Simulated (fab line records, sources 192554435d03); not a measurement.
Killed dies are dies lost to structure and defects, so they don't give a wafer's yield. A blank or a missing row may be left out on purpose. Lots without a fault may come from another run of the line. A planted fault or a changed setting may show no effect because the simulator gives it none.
Chamber matching | flow n5_finfet | N5_FIN_SAQP_HM_OPEN_73 on rie_diel-04: 4 sister chambers
The step chemistry CHF3/O2, target SiO2, stops on a-Si, target depth 12 nm, time 16.8 s. 8 wafers are shown with their chamber, then 9 later ones without.

WAFERS WITH THEIR CHAMBER
wafer  | chamber | rf_vpp_V (V) | drypump_motor_current_A (A)
L080.3 | 3       | 481          | 5.4
L085.6 | 0       | 547          | 5.3
L086.5 | 0       | 548          | 5.3
L087.3 | 2       | 546          | 5.9
L087.6 | 1       | 516          | 5.4
L089.2 | 1       | 517          | 5.4
L089.4 | 2       | 546          | 5.8
L089.6 | 3       | 480          | 5.4

WAFERS WITHOUT THEIR CHAMBER
wafer  | rf_vpp_V (V) | drypump_motor_current_A (A)
L092.1 | 481          | 5.3
L092.3 | 517          | 5.3
L092.4 | 547          | 5.8
L093.1 | 545          | 5.9
L093.5 | 546          | 5.8
L093.6 | 520          | 5.4
L097.2 | 546          | 5.8
L097.4 | 480          | 5.4
L097.5 | 545          | 5.9

WHICH CHAMBER EACH WENT THROUGH
wafer  | from the rows above | in truth
L092.1 | 3                   | 3
L092.3 | 1                   | 1
L092.4 | 2                   | 2
L093.1 | 2                   | 2
L093.5 | 2                   | 2
L093.6 | 1                   | 1
L097.2 | 2                   | 2
L097.4 | 3                   | 3
L097.5 | 2                   | 2
Placed correctly: 9 of 9. Can't be placed from these rows: 0. Placed wrongly: 0.
How it was worked out, from the rows above alone: a wafer's distance from a chamber is the root of the sum, over the readings, of the square of ((its reading less the chamber's mean) divided by the reading's scatter). The wafer belongs to the nearest chamber; if the next one is less than 2 further off, it can't be placed. A chamber's mean is the mean of its shown wafers. The scatter: the root of (the sum of the squares of (reading less its chamber's mean) over the shown wafers, divided by (wafers less chambers)).
